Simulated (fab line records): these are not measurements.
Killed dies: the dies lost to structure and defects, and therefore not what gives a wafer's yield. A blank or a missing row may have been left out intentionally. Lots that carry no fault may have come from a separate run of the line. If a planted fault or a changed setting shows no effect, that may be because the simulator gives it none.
Which tool did it? || flow n5Finfet || 23 lots with 69 wafers sampled at 4 steps, on a route of 1938 steps

WHAT THE GAUGES READ, wafer by wafer
N5_BEOL_M13_INSPECT_55: inspects for defects (darkfield). Usual: 74 for rawDefectCount, sd 25.
{"lot": "L075", "measured": "day 13 18:41", "on": "defectInspect-02", "rawDefectCount": "90 118 121", "flag": ""}
{"lot": "L074", "measured": "day 14 00:28", "on": "defectInspect-02", "rawDefectCount": "51 92 73", "flag": ""}
{"lot": "L076", "measured": "day 14 13:34", "on": "defectInspect-02", "rawDefectCount": "52 89 44", "flag": ""}
{"lot": "L080", "measured": "day 15 03:56", "on": "defectInspect-02", "rawDefectCount": "53 39 31", "flag": ""}
{"lot": "L081", "measured": "day 15 08:07", "on": "defectInspect-02", "rawDefectCount": "66 88 81", "flag": ""}
{"lot": "L079", "measured": "day 15 19:18", "on": "defectInspect-02", "rawDefectCount": "47 54 70", "flag": ""}
{"lot": "L083", "measured": "day 16 00:19", "on": "defectInspect-02", "rawDefectCount": "64 107 88", "flag": ""}
{"lot": "L082", "measured": "day 15 22:35", "on": "defectInspect-01", "rawDefectCount": "72 66 57", "flag": ""}
{"lot": "L078", "measured": "day 15 23:46", "on": "defectInspect-01", "rawDefectCount": "60 69 60", "flag": ""}
{"lot": "L085", "measured": "day 16 09:43", "on": "defectInspect-01", "rawDefectCount": "44 45 35", "flag": ""}
{"lot": "L086", "measured": "day 16 19:48", "on": "defectInspect-02", "rawDefectCount": "39 58 70", "flag": ""}
{"lot": "L084", "measured": "day 17 04:56", "on": "defectInspect-01", "rawDefectCount": "46 66 55", "flag": ""}
{"lot": "L089", "measured": "day 17 10:29", "on": "defectInspect-02", "rawDefectCount": "59 41 70", "flag": ""}
{"lot": "L088", "measured": "day 17 13:26", "on": "defectInspect-02", "rawDefectCount": "49 82 61", "flag": ""}
{"lot": "L087", "measured": "day 17 19:56", "on": "defectInspect-01", "rawDefectCount": "80 96 63", "flag": ""}
{"lot": "L091", "measured": "day 17 20:10", "on": "defectInspect-02", "rawDefectCount": "107 101 63", "flag": ""}
{"lot": "L090", "measured": "day 18 13:03", "on": "defectInspect-01", "rawDefectCount": "145 92 100", "flag": ""}
{"lot": "L093", "measured": "day 18 18:40", "on": "defectInspect-01", "rawDefectCount": "111 96 140", "flag": ""}
{"lot": "L094", "measured": "day 19 00:46", "on": "defectInspect-02", "rawDefectCount": "83 130 92", "flag": ""}
{"lot": "L092", "measured": "day 19 06:06", "on": "defectInspect-01", "rawDefectCount": "56 55 57", "flag": ""}
{"lot": "L097", "measured": "day 19 18:51", "on": "defectInspect-01", "rawDefectCount": "86 132 96", "flag": ""}
{"lot": "L096", "measured": "day 19 21:26", "on": "defectInspect-02", "rawDefectCount": "58 78 60", "flag": ""}
{"lot": "L095", "measured": "day 21 03:22", "on": "defectInspect-01", "rawDefectCount": "82 80 75", "flag": ""}

EACH LOT AND THE TOOL THAT RAN IT (in order: tool; ch and the chambers of the sampled wafers; start)
{"lot": "L075", "N5_BEOL_M12_DESCUM_33": "rieDiel-05 ch 0,1, day 13 07:37", "N5_BEOL_M12_SPUTTER_44": "pvdSputter-03, day 13 12:07", "N5_BEOL_M12_DEP_53": "pecvd-01 ch 0,1,2, day 13 13:07"}
{"lot": "L074", "N5_BEOL_M12_DESCUM_33": "rieDiel-04 ch 0,1,2, day 13 16:16", "N5_BEOL_M12_SPUTTER_44": "pvdSputter-01, day 13 17:47", "N5_BEOL_M12_DEP_53": "pecvd-03 ch 0,1,2, day 13 18:47"}
{"lot": "L076", "N5_BEOL_M12_DESCUM_33": "rieDiel-04 ch 0,1,2, day 13 23:55", "N5_BEOL_M12_SPUTTER_44": "pvdSputter-01, day 14 03:00", "N5_BEOL_M12_DEP_53": "pecvd-03 ch 0,1,2, day 14 04:04"}
{"lot": "L080", "N5_BEOL_M12_DESCUM_33": "rieDiel-04 ch 2,3, day 14 18:33", "N5_BEOL_M12_SPUTTER_44": "pvdSputter-01, day 14 20:11", "N5_BEOL_M12_DEP_53": "pecvd-01 ch 1,2, day 14 21:11"}
{"lot": "L081", "N5_BEOL_M12_DESCUM_33": "rieDiel-01 ch 2,3, day 14 21:53", "N5_BEOL_M12_SPUTTER_44": "pvdSputter-02, day 15 00:43", "N5_BEOL_M12_DEP_53": "pecvd-03 ch 0,1, day 15 03:17"}
{"lot": "L079", "N5_BEOL_M12_DESCUM_33": "rieDiel-01 ch 1,2,3, day 15 08:11", "N5_BEOL_M12_SPUTTER_44": "pvdSputter-03, day 15 11:02", "N5_BEOL_M12_DEP_53": "pecvd-01 ch 0,2, day 15 12:01"}
{"lot": "L083", "N5_BEOL_M12_DESCUM_33": "rieDiel-01 ch 1,2,3, day 15 11:44", "N5_BEOL_M12_SPUTTER_44": "pvdSputter-01, day 15 14:19", "N5_BEOL_M12_DEP_53": "pecvd-03 ch 0,2, day 15 15:20"}
{"lot": "L082", "N5_BEOL_M12_DESCUM_33": "rieDiel-01 ch 1,3, day 15 12:21", "N5_BEOL_M12_SPUTTER_44": "pvdSputter-03, day 15 14:37", "N5_BEOL_M12_DEP_53": "pecvd-01 ch 0,1, day 15 15:37"}
{"lot": "L078", "N5_BEOL_M12_DESCUM_33": "rieDiel-04 ch 1,3, day 15 14:14", "N5_BEOL_M12_SPUTTER_44": "pvdSputter-03, day 15 15:18", "N5_BEOL_M12_DEP_53": "pecvd-02 ch 0,2, day 15 16:17"}
{"lot": "L085", "N5_BEOL_M12_DESCUM_33": "rieDiel-04 ch 0,2,3, day 16 00:54", "N5_BEOL_M12_SPUTTER_44": "pvdSputter-01, day 16 03:58", "N5_BEOL_M12_DEP_53": "pecvd-03 ch 0,1,2, day 16 04:59"}
{"lot": "L086", "N5_BEOL_M12_DESCUM_33": "rieDiel-05 ch 2,3, day 16 07:55", "N5_BEOL_M12_SPUTTER_44": "pvdSputter-03, day 16 09:11", "N5_BEOL_M12_DEP_53": "pecvd-01 ch 0,1, day 16 10:11"}
{"lot": "L084", "N5_BEOL_M12_DESCUM_33": "rieDiel-01 ch 0,1,3, day 16 17:38", "N5_BEOL_M12_SPUTTER_44": "pvdSputter-02, day 16 19:01", "N5_BEOL_M12_DEP_53": "pecvd-03 ch 1,2, day 16 20:02"}
{"lot": "L089", "N5_BEOL_M12_DESCUM_33": "rieDiel-04 ch 0,1,3, day 16 23:19", "N5_BEOL_M12_SPUTTER_44": "pvdSputter-02, day 17 03:19", "N5_BEOL_M12_DEP_53": "pecvd-02 ch 0, day 17 04:33"}
{"lot": "L088", "N5_BEOL_M12_DESCUM_33": "rieDiel-05 ch 0,1, day 17 00:11", "N5_BEOL_M12_SPUTTER_44": "pvdSputter-02, day 17 03:38", "N5_BEOL_M12_DEP_53": "pecvd-01 ch 0,1,2, day 17 04:38"}
{"lot": "L087", "N5_BEOL_M12_DESCUM_33": "rieDiel-01 ch 1,3, day 17 09:23", "N5_BEOL_M12_SPUTTER_44": "pvdSputter-01, day 17 12:38", "N5_BEOL_M12_DEP_53": "pecvd-02 ch 0,1,2, day 17 14:02"}
{"lot": "L091", "N5_BEOL_M12_DESCUM_33": "rieDiel-05 ch 0,2,3, day 17 11:03", "N5_BEOL_M12_SPUTTER_44": "pvdSputter-02, day 17 12:40", "N5_BEOL_M12_DEP_53": "pecvd-01 ch 0,2, day 17 14:10"}
{"lot": "L090", "N5_BEOL_M12_DESCUM_33": "rieDiel-04 ch 0,1,2, day 18 04:49", "N5_BEOL_M12_SPUTTER_44": "pvdSputter-01, day 18 06:36", "N5_BEOL_M12_DEP_53": "pecvd-01 ch 0,1, day 18 07:37"}
{"lot": "L093", "N5_BEOL_M12_DESCUM_33": "rieDiel-04 ch 1,2, day 18 11:38", "N5_BEOL_M12_SPUTTER_44": "pvdSputter-01, day 18 12:45", "N5_BEOL_M12_DEP_53": "pecvd-03 ch 1,2, day 18 13:45"}
{"lot": "L094", "N5_BEOL_M12_DESCUM_33": "rieDiel-04 ch 1,2,3, day 18 16:19", "N5_BEOL_M12_SPUTTER_44": "pvdSputter-02, day 18 18:16", "N5_BEOL_M12_DEP_53": "pecvd-02 ch 0,2, day 18 19:26"}
{"lot": "L092", "N5_BEOL_M12_DESCUM_33": "rieDiel-04 ch 1,3, day 18 20:25", "N5_BEOL_M12_SPUTTER_44": "pvdSputter-01, day 18 21:32", "N5_BEOL_M12_DEP_53": "pecvd-01 ch 0,1, day 18 22:37"}
{"lot": "L097", "N5_BEOL_M12_DESCUM_33": "rieDiel-01 ch 0,2, day 19 06:06", "N5_BEOL_M12_SPUTTER_44": "pvdSputter-01, day 19 07:53", "N5_BEOL_M12_DEP_53": "pecvd-03 ch 0,1,2, day 19 08:52"}
{"lot": "L096", "N5_BEOL_M12_DESCUM_33": "rieDiel-05 ch 1,2,3, day 19 07:23", "N5_BEOL_M12_SPUTTER_44": "pvdSputter-03, day 19 08:31", "N5_BEOL_M12_DEP_53": "pecvd-01 ch 0,1,2, day 19 09:31"}
{"lot": "L095", "N5_BEOL_M12_DESCUM_33": "rieDiel-01 ch 0,2,3, day 20 16:07", "N5_BEOL_M12_SPUTTER_44": "pvdSputter-02, day 20 21:34", "N5_BEOL_M12_DEP_53": "pecvd-02 ch 0,1,2, day 20 22:38"}
- N5_BEOL_M12_DESCUM_33: chemistry O2, time 7.9 s.
- N5_BEOL_M12_SPUTTER_44: material Ta, target thk 10 nm, time 16.13 s.
- N5_BEOL_M12_DEP_53: deposits SiCN from 3MS/NH3, target thk 30 nm, time 10.5 s.

WHAT THE TOOLS THEMSELVES READ (means of the sampled wafers that have a number; where no wafer has one, the mark that the record gives instead)
N5_BEOL_M12_DESCUM_33. Usual: drypumpMotorCurrentA 5.6 A, standard deviation 0.55; oesProductAu 0.80 a.u., standard deviation 0.08; rfVppV 243.2 V, standard deviation 1.2; showerheadPlenumPTorr 2.09 Torr, standard deviation 0.068; tempC 39.99 C, standard deviation 0.1; throttleValvePct 20.18 %, standard deviation 0.17.
{"lot": "L075", "tool": "rieDiel-05", "drypumpMotorCurrentA (A)": 5.6, "oesProductAu (a.u.)": 0.79, "rfVppV (V)": 243.3, "showerheadPlenumPTorr (Torr)": 2.07, "tempC (C)": 39.99, "throttleValvePct (%)": 20.18, "flag": ""}
{"lot": "L074", "tool": "rieDiel-04", "drypumpMotorCurrentA (A)": 5.6, "oesProductAu (a.u.)": 0.82, "rfVppV (V)": 243.4, "showerheadPlenumPTorr (Torr)": 2.07, "tempC (C)": 39.96, "throttleValvePct (%)": 20.08, "flag": ""}
{"lot": "L076", "tool": "rieDiel-04", "drypumpMotorCurrentA (A)": 5.6, "oesProductAu (a.u.)": 0.81, "rfVppV (V)": 243.6, "showerheadPlenumPTorr (Torr)": 2.07, "tempC (C)": 40.00, "throttleValvePct (%)": 20.09, "flag": ""}
{"lot": "L080", "tool": "rieDiel-04", "drypumpMotorCurrentA (A)": 6.0, "oesProductAu (a.u.)": 0.87, "rfVppV (V)": 244.2, "showerheadPlenumPTorr (Torr)": 2.13, "tempC (C)": 39.98, "throttleValvePct (%)": 20.11, "flag": ""}
{"lot": "L081", "tool": "rieDiel-01", "drypumpMotorCurrentA (A)": 5.4, "oesProductAu (a.u.)": 0.84, "rfVppV (V)": 244.1, "showerheadPlenumPTorr (Torr)": 2.17, "tempC (C)": 39.96, "throttleValvePct (%)": 20.12, "flag": ""}
{"lot": "L079", "tool": "rieDiel-01", "drypumpMotorCurrentA (A)": 5.3, "oesProductAu (a.u.)": 0.78, "rfVppV (V)": 244.2, "showerheadPlenumPTorr (Torr)": 2.14, "tempC (C)": 39.96, "throttleValvePct (%)": 20.25, "flag": ""}
{"lot": "L083", "tool": "rieDiel-01", "drypumpMotorCurrentA (A)": 5.3, "oesProductAu (a.u.)": 0.77, "rfVppV (V)": 244.7, "showerheadPlenumPTorr (Torr)": 2.14, "tempC (C)": 40.06, "throttleValvePct (%)": 20.25, "flag": ""}
{"lot": "L082", "tool": "rieDiel-01", "drypumpMotorCurrentA (A)": 5.2, "oesProductAu (a.u.)": 0.72, "rfVppV (V)": 244.0, "showerheadPlenumPTorr (Torr)": 2.12, "tempC (C)": 40.02, "throttleValvePct (%)": 20.38, "flag": ""}
{"lot": "L078", "tool": "rieDiel-04", "drypumpMotorCurrentA (A)": 6.4, "oesProductAu (a.u.)": 0.84, "rfVppV (V)": 244.2, "showerheadPlenumPTorr (Torr)": 2.11, "tempC (C)": 40.05, "throttleValvePct (%)": 20.30, "flag": ""}
{"lot": "L085", "tool": "rieDiel-04", "drypumpMotorCurrentA (A)": 5.8, "oesProductAu (a.u.)": 0.83, "rfVppV (V)": 242.1, "showerheadPlenumPTorr (Torr)": 2.08, "tempC (C)": 39.93, "throttleValvePct (%)": 20.05, "flag": ""}
{"lot": "L086", "tool": "rieDiel-05", "drypumpMotorCurrentA (A)": 5.4, "oesProductAu (a.u.)": 0.76, "rfVppV (V)": 242.7, "showerheadPlenumPTorr (Torr)": 2.05, "tempC (C)": 39.90, "throttleValvePct (%)": 20.10, "flag": ""}
{"lot": "L084", "tool": "rieDiel-01", "drypumpMotorCurrentA (A)": 5.4, "oesProductAu (a.u.)": 0.81, "rfVppV (V)": 242.8, "showerheadPlenumPTorr (Torr)": 2.08, "tempC (C)": 39.90, "throttleValvePct (%)": 20.28, "flag": ""}
{"lot": "L089", "tool": "rieDiel-04", "drypumpMotorCurrentA (A)": 6.2, "oesProductAu (a.u.)": 0.85, "rfVppV (V)": 243.9, "showerheadPlenumPTorr (Torr)": 2.09, "tempC (C)": 40.03, "throttleValvePct (%)": 20.20, "flag": ""}
{"lot": "L088", "tool": "rieDiel-05", "drypumpMotorCurrentA (A)": 5.7, "oesProductAu (a.u.)": 0.76, "rfVppV (V)": 242.8, "showerheadPlenumPTorr (Torr)": 2.06, "tempC (C)": 40.00, "throttleValvePct (%)": 20.23, "flag": ""}
{"lot": "L087", "tool": "rieDiel-01", "drypumpMotorCurrentA (A)": 5.3, "oesProductAu (a.u.)": 0.70, "rfVppV (V)": 243.2, "showerheadPlenumPTorr (Torr)": 2.11, "tempC (C)": 40.12, "throttleValvePct (%)": 20.41, "flag": ""}
{"lot": "L091", "tool": "rieDiel-05", "drypumpMotorCurrentA (A)": 5.3, "oesProductAu (a.u.)": 0.76, "rfVppV (V)": 243.2, "showerheadPlenumPTorr (Torr)": 2.05, "tempC (C)": 40.02, "throttleValvePct (%)": 20.19, "flag": ""}
{"lot": "L090", "tool": "rieDiel-04", "drypumpMotorCurrentA (A)": 5.7, "oesProductAu (a.u.)": 0.77, "rfVppV (V)": 242.8, "showerheadPlenumPTorr (Torr)": 2.06, "tempC (C)": 39.99, "throttleValvePct (%)": 20.14, "flag": ""}
{"lot": "L093", "tool": "rieDiel-04", "drypumpMotorCurrentA (A)": 5.4, "oesProductAu (a.u.)": 0.72, "rfVppV (V)": 243.9, "showerheadPlenumPTorr (Torr)": 2.06, "tempC (C)": 39.93, "throttleValvePct (%)": 20.15, "flag": ""}
{"lot": "L094", "tool": "rieDiel-04", "drypumpMotorCurrentA (A)": 5.9, "oesProductAu (a.u.)": 0.77, "rfVppV (V)": 243.0, "showerheadPlenumPTorr (Torr)": 2.09, "tempC (C)": 39.98, "throttleValvePct (%)": 20.22, "flag": ""}
{"lot": "L092", "tool": "rieDiel-04", "drypumpMotorCurrentA (A)": 6.5, "oesProductAu (a.u.)": 0.84, "rfVppV (V)": 244.4, "showerheadPlenumPTorr (Torr)": 2.13, "tempC (C)": 39.96, "throttleValvePct (%)": 20.27, "flag": ""}
{"lot": "L097", "tool": "rieDiel-01", "drypumpMotorCurrentA (A)": 5.4, "oesProductAu (a.u.)": 0.84, "rfVppV (V)": 244.3, "showerheadPlenumPTorr (Torr)": 2.17, "tempC (C)": 39.97, "throttleValvePct (%)": 20.19, "flag": ""}
{"lot": "L096", "tool": "rieDiel-05", "drypumpMotorCurrentA (A)": 5.7, "oesProductAu (a.u.)": 0.76, "rfVppV (V)": 242.4, "showerheadPlenumPTorr (Torr)": 2.02, "tempC (C)": 40.08, "throttleValvePct (%)": 20.12, "flag": ""}
{"lot": "L095", "tool": "rieDiel-01", "drypumpMotorCurrentA (A)": 5.5, "oesProductAu (a.u.)": 0.81, "rfVppV (V)": 242.7, "showerheadPlenumPTorr (Torr)": 2.09, "tempC (C)": 40.03, "throttleValvePct (%)": 20.21, "flag": ""}

N5_BEOL_M12_SPUTTER_44. Usual: 30.4 % for throttleValvePct, sd 0.65.
{"lot": "L075", "tool": "pvdSputter-03", "throttleValvePct (%)": 30.7, "flag": ""}
{"lot": "L074", "tool": "pvdSputter-01", "throttleValvePct (%)": 30.5, "flag": ""}
{"lot": "L076", "tool": "pvdSputter-01", "throttleValvePct (%)": 30.5, "flag": ""}
{"lot": "L080", "tool": "pvdSputter-01", "throttleValvePct (%)": 30.6, "flag": ""}
{"lot": "L081", "tool": "pvdSputter-02", "throttleValvePct (%)": 30.4, "flag": ""}
{"lot": "L079", "tool": "pvdSputter-03", "throttleValvePct (%)": 30.5, "flag": ""}
{"lot": "L083", "tool": "pvdSputter-01", "throttleValvePct (%)": 30.6, "flag": ""}
{"lot": "L082", "tool": "pvdSputter-03", "throttleValvePct (%)": 30.7, "flag": ""}
{"lot": "L078", "tool": "pvdSputter-03", "throttleValvePct (%)": 30.2, "flag": ""}
{"lot": "L085", "tool": "pvdSputter-01", "throttleValvePct (%)": 30.3, "flag": ""}
{"lot": "L086", "tool": "pvdSputter-03", "throttleValvePct (%)": 30.1, "flag": ""}
{"lot": "L084", "tool": "pvdSputter-02", "throttleValvePct (%)": 30.6, "flag": ""}
{"lot": "L089", "tool": "pvdSputter-02", "throttleValvePct (%)": 30.0, "flag": ""}
{"lot": "L088", "tool": "pvdSputter-02", "throttleValvePct (%)": 30.2, "flag": ""}
{"lot": "L087", "tool": "pvdSputter-01", "throttleValvePct (%)": 29.9, "flag": ""}
{"lot": "L091", "tool": "pvdSputter-02", "throttleValvePct (%)": 30.0, "flag": ""}
{"lot": "L090", "tool": "pvdSputter-01", "throttleValvePct (%)": 30.5, "flag": ""}
{"lot": "L093", "tool": "pvdSputter-01", "throttleValvePct (%)": 30.4, "flag": ""}
{"lot": "L094", "tool": "pvdSputter-02", "throttleValvePct (%)": 30.4, "flag": ""}
{"lot": "L092", "tool": "pvdSputter-01", "throttleValvePct (%)": 30.7, "flag": ""}
{"lot": "L097", "tool": "pvdSputter-01", "throttleValvePct (%)": 30.3, "flag": ""}
{"lot": "L096", "tool": "pvdSputter-03", "throttleValvePct (%)": 30.5, "flag": ""}
{"lot": "L095", "tool": "pvdSputter-02", "throttleValvePct (%)": 29.7, "flag": ""}

N5_BEOL_M12_DEP_53. Usual: showerheadPlenumPTorr 4.149 Torr, standard deviation 0.024; throttleValvePct 18.0 %, standard deviation 1.
{"lot": "L075", "tool": "pecvd-01", "showerheadPlenumPTorr (Torr)": 4.144, "throttleValvePct (%)": 18.2, "flag": ""}
{"lot": "L074", "tool": "pecvd-03", "showerheadPlenumPTorr (Torr)": 4.153, "throttleValvePct (%)": 17.6, "flag": ""}
{"lot": "L076", "tool": "pecvd-03", "showerheadPlenumPTorr (Torr)": 4.154, "throttleValvePct (%)": 17.8, "flag": ""}
{"lot": "L080", "tool": "pecvd-01", "showerheadPlenumPTorr (Torr)": 4.147, "throttleValvePct (%)": 17.7, "flag": ""}
{"lot": "L081", "tool": "pecvd-03", "showerheadPlenumPTorr (Torr)": 4.171, "throttleValvePct (%)": 18.9, "flag": ""}
{"lot": "L079", "tool": "pecvd-01", "showerheadPlenumPTorr (Torr)": 4.122, "throttleValvePct (%)": 18.6, "flag": ""}
{"lot": "L083", "tool": "pecvd-03", "showerheadPlenumPTorr (Torr)": 4.156, "throttleValvePct (%)": 17.4, "flag": ""}
{"lot": "L082", "tool": "pecvd-01", "showerheadPlenumPTorr (Torr)": 4.157, "throttleValvePct (%)": 18.8, "flag": ""}
{"lot": "L078", "tool": "pecvd-02", "showerheadPlenumPTorr (Torr)": 4.140, "throttleValvePct (%)": 16.9, "flag": ""}
{"lot": "L085", "tool": "pecvd-03", "showerheadPlenumPTorr (Torr)": 4.157, "throttleValvePct (%)": 17.7, "flag": ""}
{"lot": "L086", "tool": "pecvd-01", "showerheadPlenumPTorr (Torr)": 4.162, "throttleValvePct (%)": 18.6, "flag": ""}
{"lot": "L084", "tool": "pecvd-03", "showerheadPlenumPTorr (Torr)": 4.155, "throttleValvePct (%)": 18.0, "flag": ""}
{"lot": "L089", "tool": "pecvd-02", "showerheadPlenumPTorr (Torr)": 4.147, "throttleValvePct (%)": 17.9, "flag": ""}
{"lot": "L088", "tool": "pecvd-01", "showerheadPlenumPTorr (Torr)": 4.143, "throttleValvePct (%)": 18.4, "flag": ""}
{"lot": "L087", "tool": "pecvd-02", "showerheadPlenumPTorr (Torr)": 4.157, "throttleValvePct (%)": 17.6, "flag": ""}
{"lot": "L091", "tool": "pecvd-01", "showerheadPlenumPTorr (Torr)": 4.121, "throttleValvePct (%)": 18.5, "flag": ""}
{"lot": "L090", "tool": "pecvd-01", "showerheadPlenumPTorr (Torr)": 4.159, "throttleValvePct (%)": 18.7, "flag": ""}
{"lot": "L093", "tool": "pecvd-03", "showerheadPlenumPTorr (Torr)": 4.141, "throttleValvePct (%)": 17.5, "flag": ""}
{"lot": "L094", "tool": "pecvd-02", "showerheadPlenumPTorr (Torr)": 4.148, "throttleValvePct (%)": 16.8, "flag": ""}
{"lot": "L092", "tool": "pecvd-01", "showerheadPlenumPTorr (Torr)": 4.144, "throttleValvePct (%)": 18.9, "flag": ""}
{"lot": "L097", "tool": "pecvd-03", "showerheadPlenumPTorr (Torr)": 4.158, "throttleValvePct (%)": 18.0, "flag": ""}
{"lot": "L096", "tool": "pecvd-01", "showerheadPlenumPTorr (Torr)": 4.142, "throttleValvePct (%)": 18.3, "flag": ""}
{"lot": "L095", "tool": "pecvd-02", "showerheadPlenumPTorr (Torr)": 4.154, "throttleValvePct (%)": 17.6, "flag": ""}

THE ANSWER, worked out from the rows above alone
Rule: lot off if the mean of its wafers having a number is beyond 3 standard deviations from the usual mean. Also off: a lot with no number at a reading for which 4 or more lots have one. Any other lot the step has rows for is counted as sound. After the gauges, taken in route order, come the tools' own readings; for these a lot's mean is taken, as printed above. The first step at which some lot is off is used, and at that step the reading that is off furthest; a lot without a number counts as furthest.
Across all readings shown, no lot is off: no conclusion can be drawn from this.

WHAT THE SIMULATOR HAD PUT IN
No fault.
